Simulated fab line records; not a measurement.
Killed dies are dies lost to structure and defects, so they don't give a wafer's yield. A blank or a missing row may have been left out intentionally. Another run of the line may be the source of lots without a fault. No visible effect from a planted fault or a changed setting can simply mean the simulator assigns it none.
fab line records	flow n5-finfet
record lots=9	wafers=27	last-day=17
route steps=1938 shown MOL_CONTACT_COAG@531 BEOL_M4@1111 PASSIVATION@1936
lots with no fault: from the same line, run without faults
start-h: hours from the record's opening day to when the first of the lot's shown wafers began	wait-h: hours since the lot's step before	" same as the row above	L1.1+2: a row that stands for several wafers	- no value, or no start given	* or withheld: withheld	< > ~ a bound
route shown NAME@n: NAME is a module with steps in the file, n the number in the route of the first one	usual: average and standard deviation across the fault-free wafers	same: alike in all rows	chamber/n: place in a boat	sites: readings site by site	_std_site: the standard deviation of these	_edge_site: mean of outer sites minus mean of inner sites	radius-mm: how far each site lies from the wafer's centre	mask NAME#n: copy n	behind: the tool/chamber that last shaped the wafer	hold: why the lot went on hold/how many hours it stayed there/how the hold came to an end	device: transistor that didn't switch, given as n, p or np	end of line: the same wafers' tests at the end of the route	a step given without rows: its recipe and nothing more	killed: dies lost to structure and defects at the first sort, not the wafer's yield	map: a wafer's dies, x killed, . not, _ none there
set.NAME: the setting as run; set.NAME@STEP: as run at that earlier step	model.NAME: the simulator's own value behind a step, which no gauge read
a sample of lots followed through the steps of the route, with each step as a table and each wafer as a row
services: a tool's chamber out of use, with start hour (start-h, from the record's first day; less than 0 if before it), hours out, and reason
## steps
# step N5_MOL_CONTACT_COAG_ETCH_105
# recipe chemistry=CF4	target=SiARC	target-depth-a=156	mask-material=CAR-EUV	time-s=26	ion-energy-ev=80	pressure-mtorr=40	source-w=545	bias-w=36	Ar_flow_sccm=100	cf4-flow-sccm=100	ends=cleared
# usual bias-w=36.00/0.11	drypump-motor-current-A=5.7/0.44	etch-rf-on-time-s=25.7/1.1	oes-product-au=0.68/0.086	rf-fwd-power-W=532.4/2.1	rf-vpp-V=183.8/1.3	showerhead-plenum-p-Torr=2.12/0.087	throttle-valve-pct=15.59/0.27
lot.wafer	tool	chamber	start-h	wait-h	bias-w	drypump-motor-current-A	etch-rf-on-time-s	oes-product-au	rf-fwd-power-W	rf-hours-counter-h	rf-vpp-V	showerhead-plenum-p-Torr	throttle-valve-pct
L558.2	rie-diel-05	0	86.77	0.0	36.16	5.8	27.5	0.56	536.5	239	184.2	2.09	15.70
L558.3	"	1	"	"	36.14	6.5	27.6	0.56	534.1	221	183.4	2.02	15.90
L558.5	"	1	"	"	35.89	6.4	27.5	0.56	536.4	-	183.9	2.02	15.90
L560.1	rie-diel-05	1	100.42	0.0	35.96	6.5	27.5	0.56	531.2	226	181.7	2.02	15.90
L560.2	"	0	"	"	36.07	5.8	27.3	0.56	534.7	245	184.4	2.09	15.73
L560.5	"	0	"	"	35.95	5.8	27.5	0.56	534.3	-	183.3	2.09	15.72
L561.3	rie-diel-03	2	110.41	0.0	36.03	5.2	24.9	0.71	529.7	99	183.2	2.07	15.52
L561.4	"	3	"	"	36.13	5.3	25.9	0.63	533.4	-	183.8	2.14	15.77
L561.6	"	0	"	"	36.02	5.5	24.5	0.81	531.5	-	185.0	2.28	15.25
L563.4	rie-diel-04	0	117.98	0.0	36.12	5.5	25.7	0.60	533.3	246	184.8	2.17	15.48
L563.5	"	0	"	"	36.07	5.5	25.8	0.60	532.3	-	185.0	2.17	15.48
L563.6	"	3	"	"	36.04	5.3	24.6	0.63	531.3	-	183.2	2.03	15.67
L567.4	rie-diel-04	2	141.92	0.0	35.74	6.1	26.6	0.60	531.1	-	183.5	2.04	15.92
L567.5	"	1	"	"	36.14	4.9	27.7	0.61	535.2	-	182.5	2.06	15.81
L567.6	"	3	"	"	36.01	5.3	24.7	0.62	532.1	-	183.3	2.02	15.67
L568.4	rie-diel-03	0	146.75	0.0	35.93	5.5	23.8	0.79	531.7	32	184.7	2.27	15.26
L568.5	"	1	"	"	36.14	6.1	25.0	0.68	532.7	-	182.5	2.08	15.93
L568.6	"	0	"	"	35.96	5.5	23.8	0.79	531.5	-	186.8	2.27	15.27
L574.1	rie-diel-05	0	183.91	0.0	35.98	5.8	26.0	0.81	536.7	13	183.4	2.08	15.23
L574.4	"	0	"	"	35.93	5.8	26.0	0.80	536.8	-	183.6	2.08	15.23
L574.5	"	2	"	"	35.92	6.3	25.6	0.63	531.5	-	183.4	2.05	15.53
L578.2	rie-diel-03	0	208.69	0.0	36.22	5.5	24.3	0.75	530.0	54	184.5	2.27	15.33
L578.4	"	2	"	"	36.19	5.2	25.0	0.68	530.6	133	185.2	2.06	15.59
L578.5	"	2	"	"	36.18	5.2	25.0	0.68	530.1	-	182.3	2.06	15.60
L579.2	rie-diel-03	2	212.83	0.0	35.97	5.2	25.2	0.68	531.8	135	182.9	2.06	15.60
L579.3	"	3	"	"	35.83	5.4	25.3	0.61	528.6	219	184.0	2.13	15.84
L579.4	"	0	"	"	36.10	5.5	24.3	0.75	529.0	55	183.3	2.27	15.31
# step N5_MOL_CONTACT_COAG_ETCH_106
# recipe chemistry=N2/H2	target=SOC	target-depth-a=800	overetch-a=160	mask-material=SiARC	temp-c=40	time-s=120	ion-energy-ev=200	pressure-mtorr=30	source-w=840	bias-w=150	n2-flow-sccm=200	h2-flow-sccm=200
# usual bias-w=149.9/0.47	drypump-motor-current-A=5.7/0.44	oes-product-au=0.70/0.08	rf-fwd-power-W=836.2/2.2	rf-vpp-V=523/3.2	showerhead-plenum-p-Torr=2.52/0.11	temp-c=40.00/0.11	throttle-valve-pct=17.79/0.2
lot.wafer	tool	chamber	start-h	wait-h	bias-w	drypump-motor-current-A	oes-product-au	rf-fwd-power-W	rf-hours-counter-h	rf-vpp-V	showerhead-plenum-p-Torr	temp-c	throttle-valve-pct
L558.2	rie-diel-05	0	86.80	0.0	150.5	5.8	0.61	833.1	239	524	2.49	40.20	17.96
L558.3	"	1	"	"	149.7	6.5	0.62	836.7	221	520	2.39	39.99	17.85
L558.5	"	1	"	"	150.5	6.5	0.61	836.8	-	518	2.39	39.92	17.85
L560.1	rie-diel-05	1	100.45	0.0	150.3	6.5	0.61	838.8	226	520	2.39	40.08	17.83
L560.2	"	0	"	"	150.7	5.8	0.60	836.7	245	522	2.48	40.14	17.99
L560.5	"	0	"	"	149.7	5.8	0.61	833.2	-	524	2.48	40.12	17.99
L561.3	rie-diel-03	2	110.44	0.0	149.9	5.1	0.72	839.2	99	520	2.46	40.03	17.71
L561.4	"	3	"	"	150.4	5.4	0.66	835.3	-	521	2.53	39.89	17.88
L561.6	"	0	"	"	149.4	5.5	0.81	836.1	-	528	2.70	40.09	17.42
L563.4	rie-diel-04	0	118.00	0.0	150.0	5.5	0.62	837.2	246	526	2.61	40.07	17.83
L563.5	"	0	"	"	149.7	5.5	0.62	837.6	-	526	2.61	40.08	17.85
L563.6	"	3	"	"	150.2	5.3	0.64	838.3	-	520	2.40	39.95	17.80
L567.4	rie-diel-04	2	141.97	0.0	149.6	6.1	0.63	838.8	-	520	2.41	40.11	18.20
L567.5	"	1	"	"	149.2	4.9	0.66	837.8	-	520	2.43	39.79	17.97
L567.6	"	3	"	"	150.1	5.3	0.63	835.9	-	520	2.39	39.90	17.83
L568.4	rie-diel-03	0	146.77	0.0	150.3	5.5	0.79	838.9	32	529	2.70	40.03	17.45
L568.5	"	1	"	"	150.3	6.0	0.69	838.4	-	521	2.42	40.02	17.85
L568.6	"	0	"	"	149.9	5.5	0.78	837.2	-	529	2.70	39.92	17.45
L574.1	rie-diel-05	0	183.94	0.0	150.0	5.8	0.85	839.3	13	522	2.48	40.12	17.53
L574.4	"	0	"	"	149.4	5.8	0.85	840.9	-	523	2.48	39.99	17.53
L574.5	"	2	"	"	151.4	6.3	0.66	832.5	-	520	2.45	40.24	17.80
L578.2	rie-diel-03	0	208.72	0.0	150.5	5.5	0.77	834.3	54	529	2.69	40.01	17.49
L578.4	"	2	"	"	150.0	5.2	0.70	832.8	133	521	2.45	39.88	17.76
L578.5	"	2	"	"	149.1	5.2	0.70	834.3	-	521	2.45	39.89	17.77
L579.2	rie-diel-03	2	212.86	0.0	150.0	5.2	0.69	837.3	135	521	2.45	40.15	17.78
L579.3	"	3	"	"	149.6	5.4	0.63	838.2	219	523	2.52	40.01	17.94
L579.4	"	0	"	"	150.2	5.5	0.76	837.4	55	529	2.69	40.11	17.47
# step N5_MOL_CONTACT_COAG_ALD_20
# recipe material=TiN	target-thk-a=15	temp-c=400	ald-precursor-family=TiCl4	ald-co-reactant=NH3	pulse-time-s=1	purge-time-s=3	co-reactant-purge-time-s=2	co-reactant-pulse-time-s=2	ald-cycles=68	pressure-torr=3
# usual ald-cycles=68/0	heater-power-w=888/90	precursor-pulse-height-rel=0.995/0.02
lot.wafer	tool	chamber	start-h	wait-h	ald-cycles	heater-power-w	precursor-pulse-height-rel
L558.2	ald-metal-04	2	88.16	0.1	68	885	0.967
L558.3	"	3	"	"	68	827	0.966
L558.5	"	2	"	"	68	856	0.983
L560.1	ald-metal-03	3	103.12	0.1	68	814	0.985
L560.2	"	2	"	"	68	794	1.000
L560.5	"	3	"	"	68	811	0.995
L561.3	ald-metal-03	2	111.57	0.1	68	812	1.038
L561.4	"	2	"	"	68	800	0.978
L561.6	"	1	"	"	68	851	0.997
L563.4	ald-metal-03	3	118.94	0.1	68	802	0.978
L563.5	"	2	"	"	68	806	0.992
L563.6	"	3	"	"	68	820	1.020
L567.4	ald-metal-04	0	143.08	0.2	68	826	0.979
L567.5	"	1	"	"	68	1119	0.997
L567.6	"	3	"	"	68	838	0.997
L568.4	ald-metal-03	2	149.27	0.1	68	794	0.979
L568.5	"	3	"	"	68	821	1.020
L568.6	"	0	"	"	68	1024	1.009
L574.1	ald-metal-03	1	184.84	0.1	68	840	1.005
L574.4	"	3	"	"	118	812	1.001
L574.5	"	3	"	"	118	811	0.934
L578.2	ald-metal-02	2	209.61	0.1	68	1002	1.029
L578.4	"	1	"	"	68	843	1.014
L578.5	"	2	"	"	68	1009	0.999
L579.2	ald-metal-04	3	214.13	0.1	68	821	0.982
L579.3	"	0	"	"	68	836	0.960
L579.4	"	1	"	"	68	1113	0.970
# step N5_MOL_CONTACT_COAG_SIL_ANNEAL_21
# recipe temp-c=550	time-s=60	ambient=N2
# usual lamp-power-pct=7.7/1.4	lamp_zone_1_pct=7.7/1.3	wafer_temp_C_max=552.5/0.55
lot.wafer	tool	chamber	start-h	wait-h	lamp-power-pct	lamp_zone_1_pct	wafer_temp_C_max
L558.2	rtp-anneal-01	0	88.74	0.4	8.9	8.9	552.7
L558.3	"	0	"	"	8.9	8.9	552.3
L558.5	"	0	"	"	8.9	8.9	552.2
L560.1	rtp-anneal-01	0	103.49	0.2	8.9	8.9	551.8
L560.2	"	0	"	"	8.9	8.9	552.3
L560.5	"	0	"	"	8.9	8.9	552.0
L561.3	rtp-anneal-01	0	112.03	0.3	8.9	8.9	552.0
L561.4	"	0	"	"	8.9	8.9	552.5
L561.6	"	0	"	"	8.9	8.9	552.0
L563.4	rtp-anneal-02	0	119.51	0.4	6.2	6.2	552.7
L563.5	"	0	"	"	6.2	6.2	552.7
L563.6	"	0	"	"	6.2	6.2	553.4
L567.4	rtp-anneal-02	0	143.37	0.1	6.2	6.2	552.7
L567.5	"	0	"	"	6.2	6.2	553.0
L567.6	"	0	"	"	6.2	6.2	552.9
L568.4	rtp-anneal-01	0	149.75	0.3	8.9	8.9	552.8
L568.5	"	0	"	"	8.9	8.9	552.0
L568.6	"	0	"	"	8.9	8.9	552.1
L574.1	rtp-anneal-01	0	185.22	0.2	8.9	8.9	552.2
L574.4	"	0	"	"	8.9	8.9	552.2
L574.5	"	0	"	"	8.9	8.9	552.5
L578.2	rtp-anneal-02	0	210.02	0.2	6.2	6.2	552.2
L578.4	"	0	"	"	6.2	6.2	552.6
L578.5	"	0	"	"	6.2	6.2	552.7
L579.2	rtp-anneal-01	0	214.54	0.2	8.9	8.9	552.2
L579.3	"	0	"	"	8.9	8.9	552.0
L579.4	"	0	"	"	8.9	8.9	552.5
# step N5_BEOL_M4_RC_MEAS_101
# usual DIBL_N=35.0/2.4	DIBL_P=35.4/2.8	IOFF_N=0.14/0.045	IOFF_P=0.20/0.048	ION_N=667/19	ION_P=460/11	SS_N=71.2/0.71	SS_P=73.1/0.86	VT_N=252/4.6	VT_P=-251/3.4
lot.wafer	tool	chamber	start-h	wait-h	DIBL_N[mV/V]	DIBL_P[mV/V]	IOFF_N[nA/um]	IOFF_P[nA/um]	ION_N[uA/um]	ION_P[uA/um]	SS_N[mV/dec]	SS_P[mV/dec]	VT_N[mV]	VT_P[mV]
L558.2	prober-01	0	172.25	0.2	33.3	34.5	0.13	0.18	651	451	70.5	73.0	249	-251
L558.3	"	0	"	"	31.0	32.4	0.10	0.16	664	467	70.0	72.4	253	-251
L558.5	"	0	"	"	35.2	38.2	0.17	0.25	688	481	70.3	73.1	246	-246
L560.1	prober-01	0	175.98	0.0	33.2	32.2	0.12	0.18	673	469	70.8	72.8	252	-250
L560.2	"	0	"	"	37.2	35.9	0.19	0.24	680	459	72.0	73.8	247	-247
L560.5	"	0	"	"	36.4	34.9	0.16	0.21	650	453	72.1	73.5	252	-248
L561.3	prober-02	0	182.25	0.3	37.4	38.2	0.21	0.25	689	473	72.0	73.7	246	-248
L561.4	"	0	"	"	37.7	37.8	0.21	0.24	677	462	71.7	74.5	246	-248
L561.6	"	0	"	"	38.5	39.6	0.21	0.27	676	464	71.7	74.2	247	-248
L563.4	prober-02	0	196.19	0.5	34.8	34.9	0.17	0.21	677	460	71.0	72.8	250	-250
L563.5	"	0	"	"	33.5	33.0	0.13	0.18	674	463	71.2	72.3	253	-250
L563.6	"	0	"	"	35.7	36.4	0.19	0.23	686	464	71.5	73.9	247	-249
L567.4	prober-02	0	212.77	0.5	33.0	34.0	0.11	0.16	653	447	71.5	72.6	256	-253
L567.5	"	0	"	"	36.3	37.1	0.16	0.20	671	453	72.5	73.0	251	-250
L567.6	"	0	"	"	32.5	33.9	0.10	0.16	642	447	70.7	72.7	259	-255
L568.4	prober-02	0	227.12	0.5	34.3	34.2	0.13	0.17	663	458	71.1	72.9	251	-251
L568.5	"	0	"	"	30.9	31.0	0.09	0.13	653	452	69.9	71.7	259	-255
L568.6	"	0	"	"	33.7	33.4	0.12	0.16	652	451	70.4	72.2	254	-253
L574.1	prober-02	0	256.60	0.0	34.4	35.0	0.13	0.22	682	480	71.5	72.7	251	-248
L574.4	"	0	"	"	29.6	28.2	0.07	0.13	629	446	69.8	70.5	260	-255
L574.5	"	0	"	"	33.6	33.9	0.12	0.20	671	471	70.3	72.4	253	-247
L578.2	prober-01	0	282.32	0.2	31.2	31.0	0.07	0.13	635	448	70.2	72.3	263	-256
L578.4	"	0	"	"	35.9	34.0	0.13	0.16	634	435	71.8	72.8	257	-255
L578.5	"	0	"	"	32.0	33.4	0.08	0.18	628	445	71.0	72.4	260	-252
L579.2	prober-02	0	283.82	0.2	33.8	35.2	0.10	0.16	665	462	71.1	72.1	259	-256
L579.3	"	0	"	"	37.8	39.5	0.16	0.23	661	454	72.3	73.1	252	-250
L579.4	"	0	"	"	33.6	34.3	0.10	0.16	664	458	72.0	72.7	258	-255
# step N5_PASSIVATION_PROBE_49
# usual defect-limited-yield=91.7/1.4	killed_at_M0_to_M3=32/9.7	killed_at_M4_up=14/5.5	killed-at-contacts=13/6.1	killed-at-front-end=35/10	killed-at-other=4.2/2.9	killed-dies=98/17	killed-open=63/12	killed-short=32/7.7	sort_bin_5_function=4.8/0.9	sort_bin_6_memory=3.1/0.63	sort_bin_8_speed=1/3.3	sort-n-pass=1073/41
# same gross-dies=1180	killed-at-back-side=0	sort_bin_4_leakage[%]=0
lot.wafer	tool	chamber	start-h	wait-h	defect-limited-yield[%]	killed_at_M0_to_M3	killed_at_M4_up	killed-at-contacts	killed-at-front-end	killed-at-other	killed-dies	killed-open	killed-short	sort_bin_5_function[%]	sort_bin_6_memory[%]	sort_bin_8_speed[%]	sort-n-pass
L560.1	prober-02	-	276.29	0.0	89.7	28	28	11	48	7	122	74	42	6.0	3.7	0	1058
L560.2	prober-02	-	276.34	0.1	93.0	13	23	8	34	5	83	53	28	4.3	2.5	0	1097
L560.5	prober-02	-	276.49	0.2	91.3	34	23	13	29	4	103	62	39	5.0	3.5	0	1076
L561.3	prober-01	-	287.71	0.1	92.5	39	11	11	25	3	89	56	29	3.9	3.2	0	1091
L561.4	prober-01	-	287.76	0.2	90.5	45	15	16	25	11	112	80	27	5.4	3.9	0	1068
L561.6	prober-01	-	287.86	0.3	91.2	41	9	10	39	5	104	68	35	5.3	3.2	0	1076
L563.4	prober-01	-	292.42	0.2	93.6	22	12	8	34	0	76	43	32	3.8	2.5	0	1104
L563.5	prober-01	-	292.47	0.2	92.5	23	17	19	28	2	89	66	23	4.0	3.2	0	1091
L563.6	prober-01	-	292.52	0.3	90.1	30	24	24	39	0	117	79	29	5.3	3.7	0	1063
L568.4	prober-02	-	319.86	0.2	91.5	31	8	14	43	4	100	68	31	5.1	3.0	0	1080
L568.5	prober-02	-	319.91	0.2	90.0	42	9	15	49	3	118	76	38	5.4	4.0	0	1062
L568.6	prober-02	-	319.96	0.3	88.8	40	19	19	49	5	132	82	46	6.8	3.8	0	1048
L574.1	prober-02	-	371.98	0.1	92.3	29	8	17	35	2	91	53	28	4.0	2.8	0	1089
L574.4	prober-02	-	372.13	0.2	92.5	28	12	13	35	1	89	60	27	4.3	2.9	27	774
L574.5	prober-02	-	372.18	0.3	92.6	23	16	9	37	2	87	57	23	3.9	2.7	0	1093
# killed by level:class
L560.1 BEOL_M4:geometric-particle:open=11 MOL_CONTACT_COAG:geometric-particle:open=10 STI_FIN_REVEAL:geometric-particle:open=8 BEOL_M0_SAQP:geometric-particle:short=8 DUMMY_GATE:geometric-particle:open=7 BEOL_M5:geometric-particle:open=6 MIM_TOP_ETCH:geometric-particle:short=6 FIN_SAQP:geometric-particle:short=5
L560.2 BEOL_M4:geometric-particle:open=14 STI_FIN_REVEAL:geometric-particle:open=8 FIN_SAQP:geometric-particle:short=6 MOL_CONTACT_COAG:geometric-particle:open=5 FIN_SAQP:geometric-particle:open=4 DUMMY_GATE:geometric-particle:open=4 BEOL_M0_SAQP:geometric-particle:short=4 BEOL_M0_SAQP:geometric-particle:open=4
L560.5 BEOL_M4:geometric-particle:open=15 MOL_CONTACT_COAG:geometric-particle:open=13 FIN_SAQP:geometric-particle:short=9 BEOL_M2:geometric-particle:open=9 BEOL_M1:geometric-particle:short=7 BEOL_M1:geometric-particle:open=5 BEOL_M0_SAQP:geometric-particle:short=4 DUMMY_GATE:geometric-particle:open=3
L561.3 BEOL_M0_SAQP:geometric-particle:short=10 BEOL_M0_SAQP:geometric-particle:open=9 MOL_CONTACT_COAG:geometric-particle:open=8 FIN_SAQP:geometric-particle:open=6 BEOL_M3:geometric-particle:open=6 STI_FIN_REVEAL:geometric-particle:open=5 BEOL_M2:geometric-particle:open=4 BEOL_M0:geometric-particle:open=4
L561.4 MOL_CONTACT_COAG:geometric-particle:open=15 BEOL_M0_SAQP:geometric-particle:open=13 BEOL_M2:geometric-particle:open=9 STI_FIN_REVEAL:geometric-particle:open=6 BEOL_M0_SAQP:geometric-particle:short=6 BEOL_M1:geometric-particle:open=6 BEOL_M4:geometric-particle:open=4 STARTING-WAFER:geometric-particle:short=4
L561.6 FIN_SAQP:geometric-particle:open=10 STI_FIN_REVEAL:geometric-particle:open=9 MOL_CONTACT_COAG:geometric-particle:open=8 BEOL_M0_SAQP:geometric-particle:open=8 BEOL_M2:geometric-particle:open=8 BEOL_M0_SAQP:geometric-particle:short=7 BEOL_M1:geometric-particle:open=6 FIN_SAQP:geometric-particle:short=4
L563.4 BEOL_M1:geometric-particle:open=9 FIN_SAQP:geometric-particle:short=8 STI_FIN_REVEAL:geometric-particle:open=8 MOL_CONTACT_COAG:geometric-particle:open=6 BEOL_M0_SAQP:geometric-particle:short=5 ILD0:geometric-particle:short=4 BEOL_M3:geometric-particle:open=4 BEOL_M5:geometric-particle:open=4
L563.5 MOL_CONTACT_COAG:geometric-particle:open=18 BEOL_M1:geometric-particle:open=7 BEOL_M4:geometric-particle:open=6 BEOL_M5:geometric-particle:open=6 BEOL_M0_SAQP:geometric-particle:short=5 BEOL_M3:geometric-particle:open=5 STI_FIN_REVEAL:geometric-particle:short=4 STI_FIN_REVEAL:geometric-particle:open=4
L563.6 MOL_CONTACT_COAG:geometric-particle:open=18 BEOL_M4:geometric-particle:open=11 HKMG_FIN:area-etch=9 BEOL_M3:geometric-particle:open=8 FIN_SAQP:geometric-particle:open=6 MOL_CONTACT_COAG:geometric-particle:short=6 BEOL_M1:geometric-particle:open=6 BEOL_M0_SAQP:geometric-particle:open=6
L568.4 STI_FIN_REVEAL:geometric-particle:open=15 MOL_CONTACT_COAG:geometric-particle:open=12 BEOL_M1:geometric-particle:open=8 FIN_SAQP:geometric-particle:open=7 BEOL_M2:geometric-particle:open=7 BEOL_M3:geometric-particle:open=5 FIN_SAQP:geometric-particle:short=4 GATE_CUT:geometric-particle:short=4
L568.5 MOL_CONTACT_COAG:geometric-particle:open=14 STI_FIN_REVEAL:geometric-particle:open=10 BEOL_M1:geometric-particle:open=10 BEOL_M2:geometric-particle:open=9 FIN_SAQP:geometric-particle:short=7 DUMMY_GATE:geometric-particle:open=6 BEOL_M4:geometric-particle:open=5 BEOL_M0_SAQP:geometric-particle:open=5
L568.6 MOL_CONTACT_COAG:geometric-particle:open=16 BEOL_M2:geometric-particle:open=12 FIN_SAQP:geometric-particle:open=11 BEOL_M0_SAQP:geometric-particle:short=8 STARTING-WAFER:geometric-particle:short=8 BEOL_M3:geometric-particle:open=7 STI_FIN_REVEAL:geometric-particle:short=5 STI_FIN_REVEAL:geometric-particle:open=5
L574.1 BEOL_M2:geometric-particle:open=13 MOL_CONTACT_COAG:geometric-particle:open=10 HKMG_FIN:area-etch=7 MOL_CONTACT_COAG:geometric-particle:short=6 STI_FIN_REVEAL:geometric-particle:open=5 BEOL_M3:geometric-particle:open=5 FIN_SAQP:geometric-particle:open=4 GATE_CUT:geometric-particle:short=4
L574.4 MOL_CONTACT_COAG:geometric-particle:open=12 BEOL_M3:geometric-particle:open=8 BEOL_M0_SAQP:geometric-particle:open=6 BEOL_M0_SAQP:geometric-particle:short=6 FIN_SAQP:geometric-particle:short=5 GATE_CUT:geometric-particle:short=5 GATE_CUT:geometric-particle:open=5 BEOL_M2:geometric-particle:open=5
L574.5 MOL_CONTACT_COAG:geometric-particle:open=9 FIN_SAQP:geometric-particle:open=8 FIN_SAQP:geometric-particle:short=7 BEOL_M0_SAQP:geometric-particle:open=6 HKMG_FIN:area-etch=5 STI_FIN_REVEAL:geometric-particle:open=4 BEOL_M0_SAQP:geometric-particle:short=4 BEOL_M3:geometric-particle:open=4
## services
tool	chamber	start-h	hours	kind
rie-diel-03	2	66.09	10.9	repair
rie-diel-04	2	79.40	6.3	repair
ald-metal-04	1	85.79	21.3	repair
ald-metal-04	-	105.89	2.8	pm
rie-diel-03	1	106.97	6.5	repair
ald-metal-03	3	107.61	5.6	repair
ald-metal-02	-	114.28	0.7	repair
ald-metal-03	-	117.21	1.4	repair
rie-diel-04	1	122.19	9.0	repair
rie-diel-05	0	125.61	4.7	repair
rie-diel-05	0	130.41	-	clean
rie-diel-05	0	130.41	-	consumable-replace:focus-ring
rie-diel-05	0	130.41	26.4	scheduled-down
rie-diel-05	0	130.41	26.4	vent-cycle
rie-diel-04	0	131.49	-	clean
rie-diel-04	0	131.49	-	consumable-replace:focus-ring
ald-metal-04	2	142.86	31.6	repair
rie-diel-05	1	160.41	-	clean
rie-diel-05	1	160.41	-	consumable-replace:focus-ring
rie-diel-05	1	160.41	-	consumable-replace:showerhead
rie-diel-05	1	160.41	34.7	scheduled-down
rie-diel-05	1	160.41	34.7	vent-cycle
rie-diel-04	2	201.91	1.7	repair
ald-metal-04	0	202.20	1.8	repair
## key
first-sign step=N5_MOL_CONTACT_COAG_ALD_20	reading=ald-cycles	direction=up	sigmas=99+	usual=*	struck=*
effect none on later readings
met-at N5_MOL_CONTACT_COAG_ALD_20
struck-lots L574
struck-wafers L574.4,L574.5
not-acting-at N5_MOL_CONTACT_COAG_ETCH_105,N5_MOL_CONTACT_COAG_ETCH_106,N5_MOL_CONTACT_COAG_SIL_ANNEAL_21
onset-between 149.27 184.84
fault kind=process-parameter-drift	tool=ald-metal-03	chamber=-	onset-h=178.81	steps=N5_MOL_CONTACT_COAG_ALD_20	channel=ald-cycles	offset=*	shape=step	end-h=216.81	scope=struck-wafers-only	acts-in=*	stated=*
